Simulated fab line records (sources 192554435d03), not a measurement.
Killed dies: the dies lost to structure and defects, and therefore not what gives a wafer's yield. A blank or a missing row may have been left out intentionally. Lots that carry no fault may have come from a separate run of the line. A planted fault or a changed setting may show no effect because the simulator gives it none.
Chamber matching	flow n5-finfet	rie-diel-05 running N5_HKMG_FIN_ETCH_31: 4 sister chambers
The step etches SiARC in CF4, target depth 45.5 nm, time 75.8 s. 4 wafers are shown with their chamber, then 7 later ones without.

== WAFERS, EACH WITH ITS CHAMBER ==
wafer	chamber	showerhead-plenum-p-Torr (Torr)
L079.6	0	2.09
L084.2	1	2.10
L087.1	2	2.21
L087.2	3	2.28

== WAFERS WHOSE CHAMBER IS MISSING ==
wafer	showerhead-plenum-p-Torr (Torr)
L087.6	2.21
L095.2	2.08
L095.4	2.28
L095.5	2.08
L097.2	2.08
L097.4	2.09
L097.5	2.28

== WHICH CHAMBER EACH WENT THROUGH ==
wafer	from the rows above	in truth
L087.6	2	2
L095.2	can't be placed: 0 or 1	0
L095.4	3	3
L095.5	can't be placed: 0 or 1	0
L097.2	can't be placed: 0 or 1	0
L097.4	can't be placed: 0 or 1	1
L097.5	3	3
Correct placement for 3 of the 7. Can't be placed from these rows: 4 (the true chamber is among the candidates in 4). Number placed wrongly: 0.
How it was worked out, from the rows above alone: a wafer's distance from a chamber is the root of the sum, over the readings, of the square of ((its reading less the chamber's mean) divided by the reading's scatter). If the next closest chamber is less than 2 further off than the closest, the wafer can't be placed; otherwise it belongs to the closest. Each chamber's mean is taken over the wafers shown for it. The scatter: with one shown wafer a chamber, the root of the mean of the squares of how far each hidden wafer lies from its nearest shown one.
